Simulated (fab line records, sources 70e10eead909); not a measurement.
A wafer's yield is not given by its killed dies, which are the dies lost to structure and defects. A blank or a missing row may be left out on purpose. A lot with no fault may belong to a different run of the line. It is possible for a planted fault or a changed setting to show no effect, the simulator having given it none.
fab line records ; flow nand-harc
record lots=11; wafers=33; last-day=25
route steps=1159 shown A_CONTACT@941 END@1159
lots with no fault: from the same line, run without faults
start-h: start of the lot's first displayed wafer, in hours after the record's first day ; wait-h: hours since the lot's step before ; " same as the row above ; L1.1+2: several wafers, shown together as one row ; - no value present, or no start provided ; * or withheld: withheld ; < > ~ a bound
route shown NAME@n: NAME is a module with steps in the file, n the number in the route of the first one ; usual: mean/standard deviation taken from wafers without a fault ; same: alike in all rows ; chamber/n: place in a boat ; sites: per-site readings ; _std_site: standard deviation across them ; _edge_site: outer sites' mean less inner sites' ; radius-mm: for every site, how far away it sits from the centre of the wafer ; mask NAME#n: copy n ; behind: tool/chamber where the wafer was last shaped ; hold: cause of the lot's hold/its duration in hours/its outcome ; device: the n, p or np transistor that did not switch ; end of line: tests run on the same wafers once the route is complete ; a step given without rows: its recipe and nothing more ; killed: dies that structure and defects cost at the first sort, which is not the same as the wafer's yield ; map: per-die view of a wafer (x killed, . not killed, _ where there is no die)
set.NAME: the setting that was run; set.NAME@STEP: the one run at that earlier step ; model.NAME: the simulator's own value behind a step, which no gauge read
a sample of lots followed through the steps of the route, with each step as a table and each wafer as a row
services: a tool's chamber out of use, with start hour (start-h, from the record's first day; less than 0 if before it), hours out, and reason
## steps
# step NHARC_A_CONTACT_ETCH_30
# recipe target-depth-a=605; time-s=30.2; cf4-flow-sccm=100; chf3-flow-sccm=30; ar-flow-sccm=0; rf-w=500; bias-w=200; chemistry=CF4/CHF3
# usual bias-w=200.0/0.61; cf4-flow-sccm=100.0/0.31; chf3-flow-sccm=29.99/0.092; drypump-motor-current-A=5.7/0.35; oes-product-au=0.928/0.017; rf-fwd-power-W=492.8/2.9; rf-vpp-V=371.2/2.9; showerhead-plenum-p-Torr=1.59/0.083; throttle-valve-pct=16.801/0.0083
lot.wafer;tool;chamber;start-h;wait-h;bias-w;cf4-flow-sccm;chf3-flow-sccm;drypump-motor-current-A;oes-product-au;rf-fwd-power-W;rf-hours-counter-h;rf-vpp-V;showerhead-plenum-p-Torr;throttle-valve-pct
L568.1;rie-diel-13;2;-;-;200.4;99.9;29.83;5.3;0.933;497.9;36;372.6;1.62;16.798
L568.3;rie-diel-13;3;-;-;200.4;100.2;30.13;6.1;0.931;494.2;43;366.7;1.46;16.799
L568.2;rie-diel-13;1;-;-;200.0;100.3;29.88;5.8;0.909;493.3;42;366.0;1.46;16.790
L577.4;rie-diel-03;3;-;-;200.1;100.5;30.03;5.3;0.916;488.4;5;376.5;1.70;16.799
L577.3;rie-diel-03;0;-;-;198.9;99.4;29.97;5.5;0.910;496.6;4;371.2;1.57;16.795
L577.1;rie-diel-03;2;-;-;199.8;100.0;29.80;5.7;0.913;491.0;4;373.3;1.66;16.802
L576.1;rie-diel-13;0;-;-;200.0;100.1;29.88;5.6;0.927;492.3;59;370.0;1.56;16.810
L576.3;rie-diel-13;1;-;-;199.4;99.7;29.86;5.7;0.905;493.2;59;367.0;1.46;16.803
L576.5;rie-diel-13;3;-;-;201.0;100.1;29.92;6.0;0.932;493.6;-;364.9;1.45;16.807
L578.2;rie-diel-05;2;-;-;200.0;100.0;29.93;5.6;0.931;492.4;39;370.1;1.59;16.796
L578.4;rie-diel-05;3;-;-;200.4;99.9;30.10;5.3;0.935;490.0;38;371.7;1.60;16.814
L578.3;rie-diel-05;1;-;-;200.2;99.5;29.90;5.6;0.927;491.3;37;368.4;1.49;16.795
L582.2;rie-diel-03;2;-;-;199.8;100.0;30.05;5.7;0.924;494.0;12;374.1;1.66;16.807
L582.1;rie-diel-03;3;-;-;199.9;100.4;29.97;5.3;0.937;490.7;12;374.3;1.70;16.787
L582.4;rie-diel-03;1;-;-;198.8;100.1;29.98;6.4;0.916;495.0;12;367.8;1.47;16.796
L584.2;rie-diel-13;2;-;-;199.7;100.6;30.18;5.3;0.921;493.9;11;370.8;1.61;16.810
L584.5;rie-diel-13;3;-;-;200.1;99.5;29.88;6.1;0.928;493.0;-;373.2;1.70;16.808
L584.6;rie-diel-13;0;-;-;199.4;99.5;30.02;5.6;0.931;491.6;-;370.3;1.56;16.802
L587.3;rie-diel-03;3;-;-;200.2;100.2;29.86;5.3;0.928;489.9;16;374.3;1.70;16.805
L587.2;rie-diel-03;0;-;-;200.2;100.3;29.84;5.6;0.917;495.0;15;371.2;1.57;16.803
L587.6;rie-diel-03;3;-;-;200.9;100.2;29.93;5.3;0.920;489.8;-;373.8;1.70;16.803
L588.2;rie-diel-13;2;-;-;199.2;99.6;30.08;5.3;0.906;496.9;13;372.8;1.61;16.797
L588.3;rie-diel-13;0;-;-;200.4;100.3;30.21;5.6;0.935;491.9;12;370.5;1.56;16.800
L588.5;rie-diel-13;1;-;-;200.9;99.4;29.87;5.8;0.937;491.2;-;374.6;1.70;16.806
L590.6;rie-diel-03;3;-;-;200.6;99.7;29.91;5.2;0.925;488.0;-;375.1;1.69;16.803
L590.5;rie-diel-03;1;-;-;199.6;99.9;30.02;6.4;0.904;493.9;-;366.7;1.47;16.799
L590.4;rie-diel-03;2;-;-;199.5;100.2;29.94;5.7;0.902;495.0;-;374.1;1.66;16.798
L589.4;rie-diel-13;0;-;-;199.8;100.4;29.96;5.6;0.942;493.0;20;369.5;1.55;16.806
L589.2;rie-diel-13;2;-;-;199.0;100.2;30.01;5.3;0.921;494.9;22;370.9;1.60;16.822
L589.1;rie-diel-13;3;-;-;199.5;100.0;30.01;6.1;0.934;494.4;21;374.6;1.69;16.813
L591.1;rie-diel-03;2;-;-;199.3;99.9;30.00;5.7;0.913;492.3;23;374.6;1.66;16.819
L591.2;rie-diel-03;1;-;-;200.7;99.9;29.95;6.3;0.900;491.0;23;365.2;1.47;16.784
L591.5;rie-diel-03;3;-;-;200.7;100.1;29.89;5.2;0.926;488.1;-;373.6;1.69;16.802
# step NHARC_A_CONTACT_ETCH_137
# recipe source-w=withheld; pressure-mtorr=20; bias-v=3000; time-s=132; target-depth-a=12870; ar-flow-sccm=withheld; c4f8-flow-sccm=withheld; o2-flow-sccm=withheld; chemistry=C4F8/O2/Ar
# usual chamber-pressure-mTorr=20.000/0.02; oes-air-line-au=0.999/0.021
lot.wafer;tool;chamber;start-h;wait-h;chamber-pressure-mTorr;oes-air-line-au;rf-hours-counter-h
L568.2;har-cap-etch-02;0;386.27;0.1;20.024;1.021;13
L568.1;har-cap-etch-02;1;386.27;0.1;19.996;1.007;13
L568.3;har-cap-etch-02;0;386.27;0.1;20.023;0.980;-
L577.1;har-cap-etch-02;0;428.26;0.1;19.987;1.008;20
L577.3;har-cap-etch-02;1;428.26;0.1;20.012;1.021;-
L577.4;har-cap-etch-02;0;428.26;0.1;20.031;1.012;-
L576.1;har-cap-etch-01;1;443.05;0.1;20.009;1.011;66
L576.3;har-cap-etch-01;1;443.05;0.1;19.982;0.992;-
L576.5;har-cap-etch-01;0;443.05;0.1;20.028;1.009;-
L578.2;har-cap-etch-01;0;446.22;0.1;19.981;0.988;67
L578.3;har-cap-etch-01;1;446.22;0.1;20.012;0.982;-
L578.4;har-cap-etch-01;0;446.22;0.1;20.002;0.997;-
L582.1;har-cap-etch-01;1;473.32;0.1;19.977;1.014;72
L582.2;har-cap-etch-01;0;473.32;0.1;19.957;0.964;72
L582.4;har-cap-etch-01;0;473.32;0.1;19.994;0.982;-
L584.2;har-cap-etch-01;1;492.20;0.1;-;-;-
L584.6;har-cap-etch-01;1;492.20;0.1;-;-;-
L584.5;har-cap-etch-01;0;492.20;0.1;-;-;-
L587.2;har-cap-etch-02;1;496.42;0.1;-;-;-
L587.3;har-cap-etch-02;0;496.42;0.1;-;-;-
L587.6;har-cap-etch-02;0;496.42;0.1;-;-;-
L588.2;har-cap-etch-02;1;499.15;0.1;20.001;0.991;32
L588.3;har-cap-etch-02;1;499.15;0.1;19.985;0.992;-
L588.5;har-cap-etch-02;0;499.15;0.1;19.994;0.998;-
L590.4;har-cap-etch-01;1;514.45;0.1;19.984;1.007;-
L590.6;har-cap-etch-01;1;514.45;0.1;19.985;1.041;-
L590.5;har-cap-etch-01;0;514.45;0.1;20.011;0.988;-
L589.1;har-cap-etch-01;1;517.61;0.1;20.029;0.968;81
L589.2;har-cap-etch-01;0;517.61;0.1;20.009;0.975;81
L589.4;har-cap-etch-01;1;517.61;0.1;20.001;0.981;-
L591.1;har-cap-etch-02;1;528.01;0.1;20.005;0.975;40
L591.2;har-cap-etch-02;0;528.01;0.1;20.013;1.031;40
L591.5;har-cap-etch-02;0;528.01;0.1;20.038;1.012;-
# step NHARC_A_CONTACT_ETCH_138
# recipe source-w=withheld; pressure-mtorr=20; bias-v=3000; time-s=132; target-depth-a=12890; ar-flow-sccm=withheld; c4f8-flow-sccm=withheld; o2-flow-sccm=withheld; chemistry=C4F8/O2/Ar
# usual chamber-pressure-mTorr=19.998/0.019; oes-air-line-au=1.003/0.02
lot.wafer;tool;chamber;start-h;wait-h;chamber-pressure-mTorr;oes-air-line-au;rf-hours-counter-h
L568.2;har-cap-etch-02;0;386.39;0.1;20.005;1.018;13
L568.1;har-cap-etch-02;1;386.39;0.1;19.971;1.059;13
L568.3;har-cap-etch-02;0;386.39;0.1;20.017;1.049;-
L577.1;har-cap-etch-02;0;428.38;0.1;20.008;0.991;20
L577.3;har-cap-etch-02;1;428.38;0.1;19.993;1.031;-
L577.4;har-cap-etch-02;0;428.38;0.1;20.027;1.010;-
L576.1;har-cap-etch-01;1;443.17;0.1;20.012;0.990;66
L576.3;har-cap-etch-01;1;443.17;0.1;19.990;1.006;-
L576.5;har-cap-etch-01;0;443.17;0.1;20.034;1.006;-
L578.2;har-cap-etch-01;0;446.34;0.1;20.004;0.990;67
L578.3;har-cap-etch-01;1;446.34;0.1;19.979;0.972;-
L578.4;har-cap-etch-01;0;446.34;0.1;20.023;1.013;-
L582.1;har-cap-etch-01;1;473.45;0.1;19.978;0.960;72
L582.2;har-cap-etch-01;0;473.45;0.1;20.013;0.983;72
L582.4;har-cap-etch-01;0;473.45;0.1;19.980;0.970;-
L584.2;har-cap-etch-01;1;492.32;0.1;19.960;1.032;75
L584.6;har-cap-etch-01;1;492.32;0.1;19.989;0.996;-
L584.5;har-cap-etch-01;0;492.32;0.1;19.999;0.990;-
L587.2;har-cap-etch-02;1;496.55;0.1;20.007;0.968;32
L587.3;har-cap-etch-02;0;496.55;0.1;20.018;1.011;-
L587.6;har-cap-etch-02;0;496.55;0.1;20.037;1.010;-
L588.2;har-cap-etch-02;1;499.27;0.1;19.995;1.049;33
L588.3;har-cap-etch-02;1;499.27;0.1;19.985;1.046;-
L588.5;har-cap-etch-02;0;499.27;0.1;20.009;1.006;-
L590.4;har-cap-etch-01;1;514.57;0.1;19.988;0.977;-
L590.6;har-cap-etch-01;1;514.57;0.1;19.990;0.997;-
L590.5;har-cap-etch-01;0;514.57;0.1;20.021;1.013;-
L589.1;har-cap-etch-01;1;517.74;0.1;20.026;1.041;81
L589.2;har-cap-etch-01;0;517.74;0.1;19.999;0.980;81
L589.4;har-cap-etch-01;1;517.74;0.1;20.026;1.026;-
L591.1;har-cap-etch-02;1;528.13;0.1;20.023;1.003;40
L591.2;har-cap-etch-02;0;528.13;0.1;19.995;1.010;40
L591.5;har-cap-etch-02;0;528.13;0.1;19.992;0.981;-
# step NHARC_A_CONTACT_ETCH_110
# recipe target-depth-a=500; overetch-a=50; time-s=27.5; ion-energy-ev=100; cf4-flow-sccm=80; o2-flow-sccm=20; ar-flow-sccm=0; rf-w=300; bias-w=100; chemistry=CF4/O2
# usual bias-w=99.99/0.3; cf4-flow-sccm=79.98/0.25; drypump-motor-current-A=5.7/0.38; oes_o_777_au=1.000/0.0052; oes-product-au=0.996/0.01; rf-fwd-power-W=295.5/1.8; rf-vpp-V=198.2/1.8; showerhead-plenum-p-Torr=1.35/0.077; throttle-valve-pct=13.397/0.0087
lot.wafer;tool;chamber;start-h;wait-h;bias-w;cf4-flow-sccm;drypump-motor-current-A;oes_o_777_au;oes-product-au;rf-fwd-power-W;rf-hours-counter-h;rf-vpp-V;showerhead-plenum-p-Torr;throttle-valve-pct
L568.2;rie-diel-13;1;387.43;0.1;99.51;80.00;5.8;0.993;0.988;295.7;42;194.3;1.24;13.379
L568.1;rie-diel-13;2;387.43;0.1;99.97;80.01;5.3;1.000;1.002;297.9;36;198.4;1.37;13.394
L568.3;rie-diel-13;3;387.43;0.1;100.14;79.92;6.1;1.005;1.003;295.2;44;197.5;1.23;13.404
L577.1;rie-diel-03;3;429.50;0.0;99.85;80.18;5.3;1.000;1.009;293.9;5;199.2;1.44;13.378
L577.4;rie-diel-03;0;429.50;0.0;99.43;79.77;5.5;1.000;0.989;298.4;5;198.1;1.33;13.400
L577.3;rie-diel-03;2;429.50;0.0;99.61;79.78;5.7;0.997;0.999;296.6;5;199.6;1.41;13.403
L576.3;rie-diel-03;2;444.38;0.1;99.81;80.05;5.7;1.003;0.995;295.0;6;198.7;1.41;13.401
L576.1;rie-diel-03;3;444.38;0.1;100.16;79.79;5.3;1.004;1.012;291.8;7;199.8;1.44;13.398
L576.5;rie-diel-03;2;444.38;0.1;99.78;79.97;5.7;0.995;0.989;295.4;-;199.0;1.41;13.412
L578.3;rie-diel-03;3;447.55;0.1;99.70;79.69;5.3;1.002;1.015;293.5;8;199.7;1.44;13.397
L578.4;rie-diel-03;1;447.55;0.1;100.01;80.18;6.4;0.998;0.980;296.6;7;195.9;1.24;13.393
L578.2;rie-diel-03;2;447.55;0.1;100.02;80.51;5.7;1.001;0.979;296.6;7;199.3;1.41;13.391
L582.1;rie-diel-13;0;474.62;0.1;99.76;80.01;5.6;1.010;1.014;295.8;5;197.2;1.32;13.402
L582.4;rie-diel-13;2;474.62;0.1;99.70;80.28;5.3;1.004;0.991;298.4;4;198.8;1.37;13.397
L582.2;rie-diel-13;3;474.62;0.1;99.81;80.22;6.1;0.990;1.003;294.8;4;200.0;1.44;13.388
L584.2;rie-diel-03;0;493.47;0.1;99.69;80.16;5.5;0.999;1.006;298.9;15;198.6;1.33;13.403
L584.6;rie-diel-03;3;493.47;0.1;100.17;80.14;5.3;0.996;0.996;293.2;-;200.7;1.44;13.385
L584.5;rie-diel-03;0;493.47;0.1;99.59;79.92;5.6;0.996;0.996;297.8;-;198.0;1.33;13.386
L587.3;rie-diel-13;1;497.65;0.1;100.16;80.22;5.8;0.999;1.004;295.5;12;201.2;1.44;13.399
L587.2;rie-diel-13;3;497.65;0.1;99.96;79.98;6.0;0.999;0.990;295.9;12;201.0;1.44;13.393
L587.6;rie-diel-13;0;497.65;0.1;99.82;80.21;5.6;1.001;1.005;294.5;-;196.8;1.32;13.385
L588.3;rie-diel-03;3;500.31;0.1;100.70;80.04;5.3;0.991;1.008;293.8;17;202.3;1.44;13.386
L588.2;rie-diel-03;0;500.31;0.1;100.06;80.42;5.5;1.000;0.990;297.6;16;198.6;1.33;13.402
L588.5;rie-diel-03;1;500.31;0.1;100.04;79.80;6.4;1.001;0.983;296.1;-;196.5;1.24;13.397
L590.6;rie-diel-03;3;515.66;0.1;100.34;80.27;5.3;1.011;1.007;291.6;-;200.5;1.44;13.401
L590.4;rie-diel-03;1;515.66;0.1;99.57;79.68;6.4;0.996;1.005;296.9;-;196.7;1.24;13.397
L590.5;rie-diel-03;2;515.66;0.1;100.19;80.10;5.7;0.994;0.990;295.2;-;197.5;1.41;13.389
L589.1;rie-diel-03;1;518.98;0.1;100.05;79.76;6.4;1.002;0.993;295.8;20;196.7;1.24;13.405
L589.2;rie-diel-03;2;518.98;0.1;99.92;79.92;5.7;1.006;0.997;296.9;21;200.0;1.41;13.391
L589.4;rie-diel-03;1;518.98;0.1;100.31;80.12;6.3;1.001;0.990;296.5;-;195.2;1.24;13.400
L591.2;rie-diel-03;0;529.23;0.1;100.15;80.36;5.5;1.006;0.990;296.6;21;196.8;1.33;13.399
L591.1;rie-diel-03;1;529.23;0.1;99.72;79.74;6.4;1.001;0.991;295.8;23;197.8;1.24;13.397
L591.5;rie-diel-03;0;529.23;0.1;99.75;80.02;5.5;1.006;0.986;296.8;-;198.6;1.33;13.395
# step NHARC_END_SORT_01
# recipe temp-c=25
# usual killed-at-array=25/9.2; killed-at-other=0.9/1.3; killed-at-periphery=3.3/2.3; killed-dies=29/9.6; killed-open=3.2/1.8; killed-short=2/1.4
# same gross-dies=677
lot.wafer;tool;chamber;start-h;wait-h;killed-at-array;killed-at-other;killed-at-periphery;killed-dies;killed-open;killed-short
L584.2;prober-01;0;552.47;2.8;672;0;5;677;2;3
L584.5;prober-01;0;554.90;3.7;673;1;3;677;1;3
L584.6;prober-01;0;555.71;4.0;675;0;2;677;3;2
L588.2;prober-02;0;552.50;2.8;30;0;0;30;2;0
L588.3;prober-02;0;553.29;3.1;25;1;1;27;4;4
L588.5;prober-02;0;554.87;3.7;27;1;2;30;2;4
L587.2;prober-01;0;560.28;2.8;676;0;1;677;2;2
L587.3;prober-01;0;561.08;3.1;674;0;3;677;6;2
L587.6;prober-01;0;563.49;4.0;672;2;3;677;3;4
L590.4;prober-01;0;569.75;3.4;17;2;6;25;6;2
L590.5;prober-01;0;570.56;3.7;16;1;7;24;3;1
L590.6;prober-01;0;571.37;4.0;15;2;3;20;2;3
L591.1;prober-02;0;590.49;2.5;23;0;1;24;0;3
L591.2;prober-02;0;591.29;2.8;20;0;2;22;2;4
L591.5;prober-02;0;593.70;3.7;19;1;3;23;3;0
# killed by level:class
L584.2 A_CONTACT:area-etch=647 A_SLIT:chamber-film-flake=11 A_CHANNEL_HOLE_D1:chamber-film-flake=7 A_CONTACT:chamber-film-flake=3 A_CONTACT:geometric-particle:short=2 A_CONTACT:geometric-particle:open=2 P_ZERO_WELL:chamber-film-flake=2 P_CONTACT:chamber-film-flake=2
L588.2 A_SLIT:chamber-film-flake=14 A_CHANNEL_HOLE_D1:chamber-film-flake=8 A_CONTACT:chamber-film-flake=3 A_STAIRCASE:chamber-film-flake=2 A_WL_FILL:geometric-particle:open=1 A_CONTACT:geometric-particle:open=1 A_WL_FILL:chamber-film-flake=1
L588.3 A_SLIT:chamber-film-flake=8 A_CONTACT:chamber-film-flake=4 A_CHANNEL_HOLE_D1:chamber-film-flake=3 A_STAIRCASE:chamber-film-flake=3 P_M0:geometric-particle:open=1 A_CHANNEL_HOLE_D1:geometric-particle:short=1 A_CHANNEL_FILL_D1:geometric-particle:short=1 A_SGD_CUT:geometric-particle:short=1
L588.5 A_STAIRCASE:chamber-film-flake=8 A_SLIT:chamber-film-flake=7 A_CHANNEL_HOLE_D1:chamber-film-flake=4 A_WL_FILL:chamber-film-flake=2 P_M0:geometric-particle:short=1 A_ONON_D1:geometric-particle:short=1 A_CHANNEL_HOLE_D1:geometric-particle:open=1 A_SGD_CUT:geometric-particle:short=1
L584.5 A_CONTACT:area-etch=636 A_CHANNEL_HOLE_D1:chamber-film-flake=14 A_SLIT:chamber-film-flake=13 A_CONTACT:chamber-film-flake=4 P_CONTACT:chamber-film-flake=2 A_ONON_D1:geometric-particle:short=1 A_CHANNEL_FILL_D1:geometric-particle:short=1 A_CHANNEL_FILL_D1:geometric-particle:open=1
L584.6 A_CONTACT:area-etch=639 A_CHANNEL_HOLE_D1:chamber-film-flake=17 A_SLIT:chamber-film-flake=9 A_CONTACT:chamber-film-flake=3 A_CONTACT:geometric-particle:open=2 P_M1:chamber-film-flake=2 A_CHANNEL_FILL_D1:chamber-film-flake=2 A_SGD_CUT:geometric-particle:open=1
L587.2 A_CONTACT:area-etch=664 A_CHANNEL_HOLE_D1:chamber-film-flake=6 A_CONTACT:chamber-film-flake=2 A_ONON_D1:geometric-particle:open=1 A_ONON_D1:geometric-particle:short=1 A_CONTACT:geometric-particle:open=1 A_M0:geometric-particle:short=1 P_STI:chamber-film-flake=1
L587.3 A_CONTACT:area-etch=662 A_CHANNEL_HOLE_D1:chamber-film-flake=5 A_ONON_D1:geometric-particle:open=2 A_WL_FILL:geometric-particle:short=2 A_CONTACT:geometric-particle:open=2 P_CONTACT:geometric-particle:open=1 P_BONDPAD:geometric-particle:open=1 P_STI:chamber-film-flake=1
L587.6 A_CONTACT:area-etch=658 A_CHANNEL_HOLE_D1:chamber-film-flake=5 A_SLIT:chamber-film-flake=2 A_CONTACT:chamber-film-flake=2 P_GATE:geometric-particle:open=1 A_ONON_D1:geometric-particle:short=1 A_ONON_D1:geometric-particle:open=1 A_CHANNEL_FILL_D1:geometric-particle:open=1
L590.4 A_CONTACT:chamber-film-flake=6 P_M2:chamber-film-flake=3 A_CHANNEL_HOLE_D1:chamber-film-flake=3 A_SLIT:chamber-film-flake=3 THIN_TSV:chamber-film-flake=2 P_GATE:geometric-particle:open=1 P_CONTACT:geometric-particle:open=1 P_M0:geometric-particle:open=1
L590.5 A_CONTACT:chamber-film-flake=7 P_M2:chamber-film-flake=5 A_CHANNEL_HOLE_D1:chamber-film-flake=3 A_SLIT:chamber-film-flake=2 P_GATE:geometric-particle:short=1 A_CONTACT:geometric-particle:open=1 A_BLC:geometric-particle:open=1 A_M0:geometric-particle:open=1
L590.6 A_CHANNEL_HOLE_D1:chamber-film-flake=6 A_ONON_D1:geometric-particle:short=2 P_M2:chamber-film-flake=2 A_STAIRCASE:chamber-film-flake=2 A_CONTACT:chamber-film-flake=2 THIN_TSV:chamber-film-flake=2 A_ONON_D1:geometric-particle:open=1 A_CONTACT:geometric-particle:short=1
L591.1 A_CHANNEL_HOLE_D1:chamber-film-flake=11 A_CONTACT:chamber-film-flake=6 A_ONON_D1:geometric-particle:short=2 A_CHANNEL_FILL_D1:chamber-film-flake=2 A_CHANNEL_FILL_D1:geometric-particle:short=1 P_GATE:chamber-film-flake=1 A_WL_FILL:chamber-film-flake=1
L591.2 A_CONTACT:chamber-film-flake=6 A_CHANNEL_HOLE_D1:chamber-film-flake=5 A_ONON_D1:geometric-particle:short=2 A_ONON_D1:geometric-particle:open=1 A_SGD_CUT:geometric-particle:short=1 A_WL_FILL:geometric-particle:short=1 A_WL_FILL:geometric-particle:open=1 P_ZERO_WELL:chamber-film-flake=1
L591.5 A_CONTACT:chamber-film-flake=7 A_CHANNEL_HOLE_D1:chamber-film-flake=6 P_M0:geometric-particle:open=1 A_CHANNEL_FILL_D1:geometric-particle:open=1 P_ZERO_WELL:chamber-film-flake=1 A_WL_FILL:geometric-particle:open=1 P_GATE:chamber-film-flake=1 A_ZERO_WELL:chamber-film-flake=1
## services
tool;chamber;start-h;hours;kind
rie-diel-03;0;371.35;-;clean
rie-diel-03;1;371.35;-;clean
rie-diel-03;2;371.35;-;clean
rie-diel-03;3;371.35;-;clean
rie-diel-03;-;392.30;9.0;pm
rie-diel-03;0;392.30;9.0;vent-cycle
rie-diel-03;1;392.30;9.0;vent-cycle
rie-diel-03;2;392.30;9.0;vent-cycle
rie-diel-03;3;392.30;9.0;vent-cycle
rie-diel-03;0;401.30;-;clean
rie-diel-03;1;401.30;-;clean
rie-diel-03;2;401.30;-;clean
rie-diel-03;3;401.30;-;clean
rie-diel-03;3;401.30;-;consumable-replace:focus-ring
rie-diel-03;3;401.30;-;consumable-replace:showerhead
rie-diel-13;2;402.42;2.0;repair
rie-diel-13;-;417.30;0.8;repair
rie-diel-03;0;425.80;-;clean
rie-diel-03;1;425.80;-;clean
rie-diel-03;2;425.80;-;clean
rie-diel-13;-;453.19;9.0;pm
rie-diel-03;0;507.85;12.3;repair
rie-diel-13;0;517.28;4.2;repair
rie-diel-05;-;517.68;9.0;pm
## key
first-sign step=NHARC_A_CONTACT_ETCH_137; reading=tool-record; direction=missing
effect step=NHARC_END_SORT_01; reading=killed-at-array; direction=up; sigmas=70; usual=25; struck=674
more-kills-born-at NHARC_A_CONTACT_ETCH_137@har-cap-etch-02=1984; NHARC_A_CONTACT_ETCH_137@har-cap-etch-01=1922
met-at NHARC_A_CONTACT_ETCH_137
struck-lots L584,L587
later-rows-left-out L584.2,L584.5,L584.6,L587.2,L587.3,L587.6
tester-left-out L584,L587
not-acting-at NHARC_A_CONTACT_ETCH_30,NHARC_A_CONTACT_ETCH_138,NHARC_A_CONTACT_ETCH_110
onset-between 473.32 492.20
fault kind=skipped-step-whole; tool=har-cap-etch-01,har-cap-etch-02; chamber=-; onset-h=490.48; steps=NHARC_A_CONTACT_ETCH_137; scope=struck-lots-only
# tester-left-out: of these lots the tester's yield and bins aren't shown, on N5 and GAA mostly nor the transistor test; their killed dies are dies lost to structure and defects alone, not to doping, threshold or leakage, so they don't give the yield
# later-rows-left-out: the simulator's readings of these wafers behind a module that went badly wrong aren't trusted and aren't shown, but for the sort
